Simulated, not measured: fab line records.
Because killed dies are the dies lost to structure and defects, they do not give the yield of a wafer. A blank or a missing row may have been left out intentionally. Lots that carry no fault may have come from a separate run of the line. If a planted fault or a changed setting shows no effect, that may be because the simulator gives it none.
Split-lot experiment ; flow n5Finfet ; on a route of 1938 steps: 7 lots, 21 wafers read

== ON THE SPLIT ==
At N5_BEOL_M8_COAT_05 (resist thk 90 nm), the setting spinRpm was moved away from the recipe's 1500 rpm on 10 of the 21 wafers read, by -9.2% to +5.7%. For the rest of the wafers, this setting stayed at what the recipe calls for.

== FROM THE SPLIT TO THE READING: what the file shows between them, 3 steps ==
- N5_BEOL_M8_EBR_07
- N5_BEOL_M8_SOFTBAKE_06: time 60 s
- N5_BEOL_M8_DESCUM_16: chemistry O2, time 7.9 s

== THE READING ==
CAR-ArF_of_BEOL_M8_COAT_05.thkNm (the simulator's own value, which no gauge read), in nm, at N5_BEOL_M8_ETCH_61 (etches SiARC in CF4, target depth 45.5 nm, time 75.8 s). No usual value for it is given in the file. Across the 11 wafers here that went through the recipe, the average is 50.9 nm and the standard deviation 0.13 nm.

wafer;tool, chamber at the split;spinRpm as run, rpm;against the recipe;CAR-ArF_of_BEOL_M8_COAT_05.thkNm, nm;against lot-mates on the recipe
L075.1;lithoTrack-01, 0;1586;+5.7%;48.6;-2.2
L075.2;lithoTrack-01, 0;1500;recipe;50.8;-
L075.3;lithoTrack-01, 0;1500;recipe;50.8;-
L077.1;lithoTrack-02, 0;1380;-8.0%;55.2;+4.2
L077.2;lithoTrack-02, 0;1380;-8.0%;55;+4.0
L077.5;lithoTrack-02, 0;1500;recipe;51;-
L085.1;lithoTrack-04, 0;1423;-5.1%;53.2;+2.0
L085.3;lithoTrack-04, 0;1423;-5.1%;53.2;+2.0
L085.4;lithoTrack-04, 0;1500;recipe;51.2;-
L088.2;lithoTrack-02, 0;1500;recipe;51;-
L088.6;lithoTrack-02, 0;1500;recipe;51;-
L088.3;lithoTrack-02, 0;1406;-6.3%;54;+3.0
L091.2;lithoTrack-04, 0;1500;recipe;50.8;-
L091.6;lithoTrack-04, 0;1500;recipe;50.8;-
L091.3;lithoTrack-04, 0;1500;recipe;51;-
L092.1;lithoTrack-01, 0;1500;recipe;50.8;-
L092.3;lithoTrack-01, 0;1554;+3.6%;49.6;-1.2
L092.4;lithoTrack-01, 0;1554;+3.6%;49.4;-1.4
L097.2;lithoTrack-02, 0;1500;recipe;50.8;-
L097.5;lithoTrack-02, 0;1362;-9.2%;55.2;+4.4
L097.6;lithoTrack-02, 0;1362;-9.2%;55.4;+4.6

FIT RESULTS
A straight line over all 21 wafers: CAR-ArF_of_BEOL_M8_COAT_05.thkNm changes by -0.471 nm for each +1% of spinRpm; r = -1.00; the points scatter about the line by 0.21 nm.
The same after taking each lot's own level away (the mean of its wafers on the recipe; 21 wafers): -0.46 nm for each +1%; r = -0.99; scatter 0.24 nm.
Per that fit: largest spinRpm move, reading shift of 4.2 nm.
The lots' own levels span 50.80 to 51.20 nm, that is 3.1 times the standard deviation above.
The two slopes are in agreement: the lot-to-lot level therefore moves the slope only a little.
Check: with one of the wafers moved furthest among these (-9.2%) left out of the fit, the line predicts +4.31 nm for it against its lot-mates. It came out at +4.4 nm against them.

== ADDITIONAL SPLITS CARRIED BY THESE WAFERS ==
Before the reading, these wafers also passed through other splits. Each is held against what the fit with the lots' levels taken away leaves over:
other split on the same wafers;wafers away from the commonest value;r with CAR-ArF_of_BEOL_M8_COAT_05.thkNm (lot level and that fit taken away)
N5_BEOL_M7_ILD_DEP_00 timeS;5;-0.46
N5_BEOL_M8_ILD_DEP_00 timeS;9;-0.41

== THE WHOLE CHAIN: every reading that the file lists as answering this split, in the file's order ==
step;what it does;reading;change (the file's fit);r (the file's)
N5_BEOL_M8_COAT_05;resist thk 90 nm;CAR-ArF_of_BEOL_M8_COAT_05.thkNm (the simulator's own value, which no gauge read);-0.465 nm for each +1% of the setting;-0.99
N5_BEOL_M8_ETCH_61;etches SiARC in CF4, target depth 45.5 nm, time 75.8 s;CAR-ArF_of_BEOL_M8_COAT_05.thkNm (the simulator's own value, which no gauge read);-0.464 nm for each +1% of the setting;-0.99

== THE FILE'S OWN FIT ==
CAR-ArF_of_BEOL_M8_COAT_05.thkNm changes by -0.464 nm for each +1% of spinRpm, r = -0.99.
